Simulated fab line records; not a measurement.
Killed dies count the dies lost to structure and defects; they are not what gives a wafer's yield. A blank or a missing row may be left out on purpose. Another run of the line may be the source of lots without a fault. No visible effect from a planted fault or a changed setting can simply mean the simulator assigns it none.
fab line records	flow n5_finfet
record lots=4	wafers=12	last_day=16
route steps=1938 shown BEOL_M3@942 BEOL_M4@1111 PASSIVATION@1936
lots that met no fault: taken from a fault-free run of the same line
start_h: the number of hours between the record's first day and the start of the first shown wafer of the lot	wait_h: hours from the lot's prior step to this one	" unchanged from the row above	L1.1+2: one row covering several wafers at once	- no value, or no start was given	* or withheld: withheld	< > ~ a bound
route shown NAME@n: a module of which the file shows steps, and the number in the route of the first	usual: mean/standard deviation taken from wafers without a fault	same: alike in all rows	chamber/n: place in a boat	sites: per-site readings	_std_site: their standard deviation	_edge_site: mean of outer sites minus mean of inner sites	radius_mm: for every site, how far away it sits from the centre of the wafer	mask NAME#n: copy n	behind: the last tool/chamber to shape the wafer	hold: cause of the lot's hold/its duration in hours/its outcome	device: which transistor (n, p or np) failed to switch	end of line: the route-end tests of the same wafers	for a step that has no rows: nothing shown but its recipe	killed: count of dies lost to structure and defects at first sort (not the wafer's yield)	map: shows each die of a wafer: x if killed, . if not, _ if none is there
set.NAME: the setting as run; set.NAME@STEP: as run at that earlier step	model.NAME: the simulator's own value behind a step, which no gauge read
lots at selected steps of the route; one table per step, one row per wafer
services: when a tool's chamber went out of use (start_h, in hours from the record's first day, below 0 if earlier), for how many hours, and the reason
## steps
# step N5_BEOL_M3_PEB_09
# recipe peb_temp_c=100	peb_time_s=60	resist=CAR-EUV
# step N5_BEOL_M3_DEVELOP_10
# recipe develop_time_s=30	developer=TMAH	resist=CAR-EUV	rinse_liquid=surfactant_rinse	dry=air_spin	dev_temp_c=23
# step N5_BEOL_M3_DESCUM_16
# recipe chemistry=O2	time_s=7	source_power_w=50	bias_power_w=20	pressure_mtorr=20	rf_frequency_hz=2.712e+07	temp_c=40	resist=CAR-EUV	o2_flow_sccm=225
# step N5_BEOL_M3_ETCH_74
# recipe chemistry=N2/H2	target=underlayer	target_depth_a=65	mask_material=CAR-EUV	time_s=5.2	ion_energy_ev=200	pressure_mtorr=30	source_w=840	bias_w=150	n2_flow_sccm=200	h2_flow_sccm=200	ends=cleared
# step N5_BEOL_M3_ETCH_63
# recipe chemistry=CF4	target=SiARC	target_depth_a=156	mask_material=CAR-EUV	time_s=26	ion_energy_ev=80	pressure_mtorr=40	source_w=545	bias_w=36	Ar_flow_sccm=100	cf4_flow_sccm=100	ends=cleared
# step N5_BEOL_M3_ETCH_64
# recipe chemistry=N2/H2	target=SOC	target_depth_a=750	overetch_a=150	mask_material=SiARC	temp_c=40	time_s=112.5	ion_energy_ev=200	pressure_mtorr=30	source_w=840	bias_w=150	n2_flow_sccm=200	h2_flow_sccm=200
# step N5_BEOL_M3_STRIP_65
# recipe chemistry=N2/H2	temp_c=40	n2_flow_sccm=200	h2_flow_sccm=200	rf_frequency_hz=6e+07
# step N5_BEOL_M3_STRIP_75
# recipe chemistry=N2/H2	temp_c=40	n2_flow_sccm=200	h2_flow_sccm=200	rf_frequency_hz=6e+07
# step N5_BEOL_M3_STRIP_66
# recipe chemistry=CF4	resist=SiARC	power_w=300	bias_power_w=75	pressure_mtorr=50	cf4_flow_sccm=150	rf_frequency_hz=6e+07
# step N5_BEOL_M3_HM_OPEN_17
# recipe chemistry=Cl2/BCl3	target_depth_a=200	overetch_a=60	target=TiN	mask_material=SOC	ion_energy_ev=150	pressure_mtorr=10	icp_w=1000	bias_w=126	Cl2_flow_sccm=53.25	bcl3_flow_sccm=21.75	Ar_flow_sccm=25
# usual drypump_motor_current_A=5.6/0.67	oes_ar_750_au=0.80/0.15	oes_product_au=0.67/0.11	rf_fwd_power_W=993/3.6	throttle_valve_pct=22.03/0.27
lot.wafer	tool	chamber	start_h	wait_h	drypump_motor_current_A	oes_ar_750_au	oes_product_au	rf_fwd_power_W	rf_hours_counter_h	throttle_valve_pct
L732.2	rie_metal-02	0	178.25	0.0	5.5	0.64	0.51	993	127	21.95
L732.3	"	1	"	"	5.2	0.95	0.80	995	-	21.75
L732.4	"	0	"	"	5.5	0.63	0.51	995	-	21.96
L740.1	rie_metal-02	1	221.87	0.0	5.2	0.91	0.76	994	9	21.77
L740.3	"	1	"	"	5.2	0.92	0.78	992	-	21.75
L740.6	"	1	"	"	5.2	0.92	0.77	996	-	21.76
L743.2	rie_metal-02	0	247.94	0.0	5.5	1.04	0.83	995	2	21.78
L743.3	"	1	"	"	5.2	0.91	0.74	992	-	21.76
L743.5	"	1	"	"	5.2	0.90	0.75	996	-	21.79
L744.1	rie_metal-03	1	252.21	0.0	6.8	0.77	0.66	993	49	22.10
L744.3	"	1	"	"	6.8	0.77	0.66	993	-	22.09
L744.6	"	0	"	"	5.0	0.60	0.54	993	-	21.88
# step N5_BEOL_M3_STRIP_19
# recipe chemistry=O2	power_w=400	temp_c=40	pressure_mtorr=30	rf_frequency_hz=6e+07	bias_power_w=0	overash_fraction=0.2	o2_flow_sccm=225
# step N5_BEOL_M3_COAT_67
# recipe resist=SOC	temp_c=250	time_s=60	spin_rpm=1500	resist_thk_nm=60
# step N5_BEOL_M3_COAT_68
# recipe resist=SiARC	temp_c=220	time_s=60	spin_rpm=1500	resist_thk_nm=12
# step N5_BEOL_M3_COAT_76
# recipe resist=underlayer	temp_c=205	time_s=60	spin_rpm=1500	resist_thk_nm=5
# step N5_BEOL_M3_COAT_22
# recipe resist=CAR-EUV	spin_rpm=1500	resist_thk_nm=30
# step N5_BEOL_M3_EBR_24
# recipe solvent=PGMEA	ebr_width_mm=1.5
# step N5_BEOL_M3_SOFTBAKE_23
# recipe temp_c=110	time_s=60	resist=CAR-EUV
# step N5_BEOL_M3_EXPOSE_25
# recipe mask_id=V2	na=0.33	source_shape=quasar	sigma_inner=0.2	sigma_outer=0.8	polarization=unpolarized	defocus_nm=5	dose_mj=63
# step N5_BEOL_M3_PEB_26
# recipe peb_temp_c=100	peb_time_s=60	resist=CAR-EUV
# step N5_BEOL_M3_DEVELOP_27
# recipe develop_time_s=30	developer=TMAH	resist=CAR-EUV	rinse_liquid=surfactant_rinse	dry=air_spin	dev_temp_c=23
# step N5_BEOL_M3_INSPECT_30
# recipe mode=adi	inspect_instrument=brightfield
# usual raw_defect_count=406/110
lot.wafer	tool	chamber	start_h	wait_h	raw_defect_count
L732.2	defect_inspect-02	-	178.84	0.0	361
L732.3	"	-	"	"	355
L732.4	"	-	"	"	342
L740.1	defect_inspect-02	-	222.56	0.1	1027
L740.3	"	-	"	"	954
L740.6	"	-	"	"	1025
L743.2	defect_inspect-01	-	248.58	0.0	285
L743.3	"	-	"	"	898
L743.5	"	-	"	"	892
L744.1	defect_inspect-01	-	252.81	0.1	372
L744.3	"	-	"	"	413
L744.6	"	-	"	"	323
# step N5_BEOL_M3_DESCUM_33
# recipe chemistry=O2	time_s=7	source_power_w=50	bias_power_w=20	pressure_mtorr=20	rf_frequency_hz=2.712e+07	temp_c=40	resist=CAR-EUV	o2_flow_sccm=225
# step N5_BEOL_M4_RC_MEAS_101
# usual DIBL_N=36.5/1.4	DIBL_P=36.6/1.9	IOFF_N=0.167/0.029	IOFF_P=0.21/0.033	ION_N=674/12	ION_P=460/8.9	SS_N=71.6/0.57	SS_P=73.4/0.61	VT_N=249/3.3	VT_P=-250/3.3
lot.wafer	tool	chamber	start_h	wait_h	DIBL_N[mV/V]	DIBL_P[mV/V]	IOFF_N[nA/um]	IOFF_P[nA/um]	ION_N[uA/um]	ION_P[uA/um]	SS_N[mV/dec]	SS_P[mV/dec]	VT_N[mV]	VT_P[mV]
L732.2	prober-02	0	195.42	0.2	35.0	33.0	0.131	0.19	672	462	71.1	72.6	252	-250
L732.3	"	0	"	"	36.2	33.4	0.149	0.20	666	459	71.5	72.4	252	-249
L732.4	"	0	"	"	37.0	34.7	0.172	0.22	667	463	71.5	72.8	244	-248
L740.1	prober-02	0	242.09	0.0	36.9	36.7	0.161	0.17	668	449	71.9	73.6	248	-255
L740.3	"	0	"	"	36.3	36.1	0.164	0.17	669	452	70.9	72.8	246	-253
L740.6	"	0	"	"	37.2	37.6	0.186	0.19	674	450	71.9	74.1	244	-253
L743.2	prober-01	0	265.89	0.2	37.2	38.0	0.184	0.21	679	464	70.9	73.5	246	-249
L743.3	"	0	"	"	39.7	39.8	0.224	0.25	676	455	72.4	74.5	248	-249
L743.5	"	0	"	"	37.9	39.0	0.195	0.22	678	460	72.5	74.1	249	-250
L744.1	prober-01	0	268.40	0.0	37.2	36.0	0.143	0.17	645	444	71.6	73.7	252	-257
L744.3	"	0	"	"	38.2	37.0	0.149	0.17	659	447	71.8	72.9	252	-257
L744.6	"	0	"	"	38.0	36.6	0.152	0.17	665	445	71.4	72.8	250	-256
# step N5_PASSIVATION_PROBE_49
# usual defect_limited_yield=91.2/1.6	killed_at_M0_to_M3=34/11	killed_at_M4_up=14/5.7	killed_at_contacts=14/6.6	killed_at_front_end=37/10	killed_at_other=4/3.2	killed_dies=104/19	killed_open=69/13	killed_short=33/8.7	sort_bin_5_function=5.1/1	sort_bin_6_memory=3.3/0.76	sort_n_pass=1076/19	sort_yield_pct=91.2/1.6
# same gross_dies=1180	killed_at_back_side=0	sort_bin_4_leakage[%]=0	sort_bin_8_speed[%]=0
lot.wafer	tool	chamber	start_h	wait_h	defect_limited_yield[%]	killed_at_M0_to_M3	killed_at_M4_up	killed_at_contacts	killed_at_front_end	killed_at_other	killed_dies	killed_open	killed_short	sort_bin_5_function[%]	sort_bin_6_memory[%]	sort_n_pass	sort_yield_pct[%]
L740.1	prober-02	-	343.82	0.0	80.5	151	10	16	50	3	230	64	30	11.6	4.2	950	80.5
L740.3	prober-02	-	343.92	0.1	81.4	144	7	25	44	0	220	56	30	11.7	4.2	960	81.4
L740.6	prober-02	-	344.07	0.3	83.2	143	12	8	27	8	198	45	27	10.8	3.8	982	83.2
L743.3	prober-01	-	366.20	0.1	81.9	154	7	14	37	2	214	61	27	11.5	4.2	966	81.9
L743.5	prober-01	-	366.30	0.2	82.5	154	7	11	31	4	207	59	22	11.6	3.6	973	82.5
# killed by level:class
L740.1 BEOL_M3:unspecified=126 FIN_SAQP:geometric_particle:open=14 MOL_CONTACT_COAG:geometric_particle:open=13 BEOL_M2:geometric_particle:open=8 HKMG_FIN:area_etch=7 FIN_SAQP:geometric_particle:short=6 ILD0:geometric_particle:short=5 BEOL_M0_SAQP:geometric_particle:open=5
L740.3 BEOL_M3:unspecified=127 MOL_CONTACT_COAG:geometric_particle:open=19 GATE_CUT:geometric_particle:short=8 FIN_SAQP:geometric_particle:open=6 FIN_SAQP:geometric_particle:short=6 MOL_CONTACT_COAG:geometric_particle:short=6 HKMG_FIN:area_etch=6 DUMMY_GATE:geometric_particle:open=5
L740.6 BEOL_M3:unspecified=121 FIN_SAQP:geometric_particle:open=10 MOL_CONTACT_COAG:geometric_particle:open=7 BEOL_M0_SAQP:geometric_particle:open=6 BEOL_M1:geometric_particle:open=5 FIN_SAQP:geometric_particle:short=4 GATE_CUT:geometric_particle:short=4 BEOL_M2:geometric_particle:open=4
L743.3 BEOL_M3:unspecified=126 MOL_CONTACT_COAG:geometric_particle:open=10 STI_FIN_REVEAL:geometric_particle:open=9 BEOL_M0_SAQP:geometric_particle:open=7 BEOL_M1:geometric_particle:open=6 BEOL_M0_SAQP:geometric_particle:short=6 BEOL_M2:geometric_particle:open=6 FIN_SAQP:geometric_particle:open=5
L743.5 BEOL_M3:unspecified=125 MOL_CONTACT_COAG:geometric_particle:open=10 BEOL_M3:geometric_particle:open=9 BEOL_M1:geometric_particle:open=5 STI_FIN_REVEAL:geometric_particle:open=5 ILD0:geometric_particle:open=5 BEOL_M1:geometric_particle:short=5 FIN_SAQP:geometric_particle:open=4
# map L740.1 (x killed, . not)
_________________.....x...x..________________
______________..............x..._____________
___________...x.........x..........__________
__________x......................x.._________
________.....x.....x....x......x......_______
_______..xx.xx.............x...........______
______..xx.x.x.x.......x...........x...._____
_____...xxxxxxxxx..x.......x.............____
____.xxxxxxxxxxxxxx......x...x........x...___
___...xxxxxxxxxxxxxxx........x.............__
___..x.xxxxxxxxxxxx.xx.....x.............xx__
__...xxxxxxxxxxxxxxx....................x..._
__.x.xxxxxxxxxxxxx.x....x....x........x.x..x_
_......xxxxxxxxxxxxx.......x.........x..x..xx
_x.....xxxxxxxxxxxx...............x...x.....x
_x......xxxxxxxxxx.......x...................
_.........xxx..x.x.......x.x...x.............
_............x...........x........x..........
_..x.....x.....................x.............
_...........................x................
_.x.............x..x...............x.x.......
__........................xxx..x...........x_
__...xx.x....x..........x..................._
___......................................x.__
___..x..........xx..x......................__
____..............x...x..x......x.........___
_____..x..x..x..............x............____
______................x............xxx.._____
_______....x.......x..........x.x..xx..______
________............x.....x...x......._______
__________.........................._________
___________.x............x.x.....x.__________
______________........x........x_____________
_________________...........x________________
# map L743.3 (x killed, . not)
_________________.....x......________________
______________......x........x.._____________
___________...x...........x........__________
__________..........x........x......_________
________..........x.........xx........_______
_______....x.x...x.............xx.....x______
______....x.xxxx........x....x.........._____
_____x..xxxxxxxx.x.......................____
____...xxxxxxxxxxxxx.x...x....x..x..x.....___
___...xx.xxxxxxxxxxxxx.....x.x..x..........__
___...x.xxxxxxxxxxxxx...................x..__
__...xxxxxxxxxxxxxxxx....x......x......x...._
__...x.xxxxxxxxxxxxx.x........xx............_
_...x..xxxxxxxxxxxxx.........................
_....x.xxxxxxxxxx.xx..x............x.........
_......xxxxxxxx.....x.........xx.....x.......
_........xx......x......x....................
_........x.x............x.........x.......x..
_.x.....x.......................x.........x..
_.............................xx.............
_........x...................................
__..x..xx...............x...........x..x...._
__....x.xx.xx..............................x_
___......x..........................x....x.__
___.............x........x.................__
____......................................___
_____..x...xx.....x......................____
______xx.x.............................._____
_______........x......x................______
________.x................x........x.x_______
__________x............x..........xx_________
___________........x...............__________
______________..............x..._____________
_________________..........x.________________
## services
tool	chamber	start_h	hours	kind
rie_metal-03	1	166.83	4.3	repair
rie_metal-02	0	211.95	-	clean
rie_metal-02	0	211.95	17.0	scheduled_down
rie_metal-02	0	211.95	17.0	vent_cycle
## key
first_sign step=N5_BEOL_M3_INSPECT_30	reading=raw_defect_count	direction=up	sigmas=5.2	usual=406	struck=959
effect step=N5_PASSIVATION_PROBE_49	reading=killed_at_M0_to_M3	direction=up	sigmas=11	usual=34	struck=149
more_kills_born_at N5_BEOL_M3_HM_OPEN_17@rie_metal-02=625
met_at N5_BEOL_M3_HM_OPEN_17
struck_wafers L740.1,L740.3,L740.6,L743.3,L743.5
onset_between 178.25 221.87
fault kind=chamber_particle_source	tool=rie_metal-02	chamber=1	onset_h=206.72	steps=N5_BEOL_M3_HM_OPEN_17	rate_per_visit_cm2=0.9584	end_h=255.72
